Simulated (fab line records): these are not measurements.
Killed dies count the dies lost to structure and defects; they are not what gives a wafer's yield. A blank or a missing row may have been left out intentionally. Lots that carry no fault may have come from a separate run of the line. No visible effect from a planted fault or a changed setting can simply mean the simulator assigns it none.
Lot-split experiment + flow n5_finfet + 39 wafers read across 7 lots, on a route 1938 steps long

THE SPLIT ITSELF
At N5_DUMMY_GATE_ETCH_32 (etches SiO2 in CF4, target depth 3.5 nm, time 3.9 s), the setting time_s was moved away from the recipe's 3.9 s on 12 of the 39 wafers read, by -6.1% to +23.5%. For the rest of the wafers, this setting stayed at what the recipe calls for.

The split's own step is where the reading is taken.

THE READING
etch.depth_nm (the simulator's own value, which no gauge read), in nm, at N5_DUMMY_GATE_ETCH_32 (etches SiO2 in CF4, target depth 3.5 nm, time 3.9 s). No usual value for it is given in the file. Average 3.543 nm, standard deviation 0.063 nm, over the 27 wafers here run with the recipe.

| wafer  | tool, chamber at the split | time_s as run, s | against the recipe | etch.depth_nm, nm | against lot-mates on the recipe |
|--------|----------------------------|------------------|--------------------|-------------------|---------------------------------|
| L075.1 | rie_si-06, 0               | 4.815            | +23.5%             | 4.175             | +0.658                          |
| L075.2 | rie_si-06, 1               | 3.9              | recipe             | 3.505             | -                               |
| L075.3 | rie_si-06, 3               | 3.9              | recipe             | 3.424             | -                               |
| L075.4 | rie_si-06, 2               | 3.9              | recipe             | 3.622             | -                               |
| L075.5 | rie_si-06, 3               | 4.815            | +23.5%             | 4.289             | +0.772                          |
| L075.6 | rie_si-06, 2               | 4.815            | +23.5%             | 4.448             | +0.931                          |
| L079.1 | rie_si-04, 2               | 3.9              | recipe             | 3.615             | -                               |
| L079.2 | rie_si-04, 3               | 3.9              | recipe             | 3.525             | -                               |
| L079.3 | rie_si-04, 1               | 3.9              | recipe             | 3.602             | -                               |
| L079.4 | rie_si-04, 0               | 3.9              | recipe             | 3.491             | -                               |
| L079.5 | rie_si-04, 2               | 3.9              | recipe             | 3.634             | -                               |
| L079.6 | rie_si-04, 3               | 3.9              | recipe             | 3.552             | -                               |
| L083.1 | rie_si-04, 1               | 3.9              | recipe             | 3.625             | -                               |
| L083.3 | rie_si-04, 3               | 3.9              | recipe             | 3.506             | -                               |
| L083.4 | rie_si-04, 2               | 3.9              | recipe             | 3.596             | -                               |
| L088.1 | rie_si-04, 2               | 3.9              | recipe             | 3.556             | -                               |
| L088.2 | rie_si-04, 3               | 3.9              | recipe             | 3.465             | -                               |
| L088.3 | rie_si-04, 0               | 3.663            | -6.1%              | 3.207             | -0.323                          |
| L088.4 | rie_si-04, 1               | 3.9              | recipe             | 3.569             | -                               |
| L088.5 | rie_si-04, 3               | 3.663            | -6.1%              | 3.269             | -0.261                          |
| L088.6 | rie_si-04, 2               | 3.663            | -6.1%              | 3.372             | -0.158                          |
| L090.1 | rie_si-06, 0               | 4.632            | +18.8%             | 4.024             | +0.454                          |
| L090.2 | rie_si-06, 1               | 4.632            | +18.8%             | 4.15              | +0.580                          |
| L090.3 | rie_si-06, 2               | 3.9              | recipe             | 3.598             | -                               |
| L090.4 | rie_si-06, 3               | 4.632            | +18.8%             | 4.124             | +0.554                          |
| L090.5 | rie_si-06, 2               | 3.9              | recipe             | 3.645             | -                               |
| L090.6 | rie_si-06, 1               | 3.9              | recipe             | 3.468             | -                               |
| L092.1 | rie_si-04, 0               | 3.9              | recipe             | 3.461             | -                               |
| L092.2 | rie_si-04, 2               | 3.9              | recipe             | 3.582             | -                               |
| L092.3 | rie_si-04, 3               | 3.9              | recipe             | 3.5               | -                               |
| L092.4 | rie_si-04, 3               | 3.9              | recipe             | 3.489             | -                               |
| L092.5 | rie_si-04, 0               | 3.9              | recipe             | 3.513             | -                               |
| L092.6 | rie_si-04, 2               | 3.9              | recipe             | 3.572             | -                               |
| L093.1 | rie_si-04, 0               | 3.9              | recipe             | 3.451             | -                               |
| L093.2 | rie_si-04, 2               | 4.505            | +15.5%             | 4.151             | +0.640                          |
| L093.3 | rie_si-04, 3               | 3.9              | recipe             | 3.49              | -                               |
| L093.4 | rie_si-04, 2               | 3.9              | recipe             | 3.592             | -                               |
| L093.5 | rie_si-04, 3               | 4.505            | +15.5%             | 4.025             | +0.514                          |
| L093.6 | rie_si-04, 0               | 4.505            | +15.5%             | 4.062             | +0.551                          |

THE FIT
A straight line over all 39 wafers: etch.depth_nm changes by +0.0327 nm for each +1% of time_s; r = +0.97; the points scatter about the line by 0.073 nm.
The same after taking each lot's own level away (the mean of its wafers on the recipe; 39 wafers): +0.033 nm for each +1%; r = +0.97; scatter 0.073 nm.
On that fit, the largest move of time_s shifts the reading by 0.78 nm.
Across the lots, their own levels run from 3.5110 to 3.5757 nm, a range of 1.0 times the standard deviation given above.
So the lot-to-lot level changes the slope little: the two slopes agree.
Check: with one of the wafers moved furthest among these (+23.5%) left out of the fit, the line predicts +0.79 nm for it against its lot-mates. Against them it came out at +0.658 nm.

ADDITIONAL SPLITS CARRIED BY THESE WAFERS
Note: prior to the reading, these wafers also went through further splits. Each is held against what the fit with the lots' levels taken away leaves over:
| other split on the same wafers        | wafers away from the commonest value | r with etch.depth_nm (lot level and that fit taken away) |
|---------------------------------------|--------------------------------------|----------------------------------------------------------|
| N5_FIN_CUT_CUT_ETCH_26 target_depth_a | 15                                   | -0.24                                                    |
| N5_FIN_CUT_CUT_ETCH_15 time_s         | 9                                    | +0.07                                                    |
| N5_DUMMY_GATE_ETCH_37 source_w        | 12                                   | +0.18                                                    |

THE FILE'S OWN FIT
etch.depth_nm changes by +0.0328 nm for each +1% of time_s, r = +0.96.
